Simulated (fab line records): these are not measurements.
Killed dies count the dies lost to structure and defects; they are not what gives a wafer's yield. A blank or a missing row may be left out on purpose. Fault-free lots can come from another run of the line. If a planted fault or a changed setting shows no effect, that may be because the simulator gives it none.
Matching of chambers | flow nand-harc | NHARC_A_SGD_CUT_DEP_00 on pecvd-03: 3 sister chambers
The step deposits SiNx, target thk 50 nm. 3 wafers are shown with their chamber, then 11 later ones without.

== EACH WAFER AND ITS CHAMBER ==
wafer  | chamber | heater-power-w (W)
L088.4 | 1       | 808
L088.6 | 2       | 584
L092.2 | 0       | 599

== WAFERS WITH NO CHAMBER GIVEN ==
wafer  | heater-power-w (W)
L092.3 | 648
L092.5 | 594
L091.4 | 609
L091.5 | 775
L091.6 | 556
L093.1 | 631
L093.4 | 595
L093.6 | 623
L095.1 | 862
L095.3 | 643
L095.6 | 638

== THE CHAMBER EACH PASSED THROUGH ==
wafer  | from the rows above     | in truth
L092.3 | can't be placed: 0 or 2 | 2
L092.5 | can't be placed: 0 or 2 | 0
L091.4 | can't be placed: 0 or 2 | 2
L091.5 | 1                       | 1
L091.6 | can't be placed: 2 or 0 | 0
L093.1 | can't be placed: 0 or 2 | 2
L093.4 | can't be placed: 0 or 2 | 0
L093.6 | can't be placed: 0 or 2 | 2
L095.1 | 1                       | 1
L095.3 | can't be placed: 0 or 2 | 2
L095.6 | can't be placed: 0 or 2 | 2
Correctly placed: 2 of 11. Unplaceable from these rows: 9, with the true chamber sitting among the candidates in 9. Wrongly placed: 0.
How it was worked out, from the rows above alone: a wafer's distance from a chamber is the root of the sum, over the readings, of the square of ((its reading less the chamber's mean) divided by the reading's scatter). If the next closest chamber is less than 2 further off than the closest, the wafer can't be placed; otherwise it belongs to the closest. For every chamber, the mean is computed from those of its wafers that are shown. The scatter (one wafer shown for each chamber): square how far every hidden wafer sits from the nearest shown wafer, average those squares and take the square root.
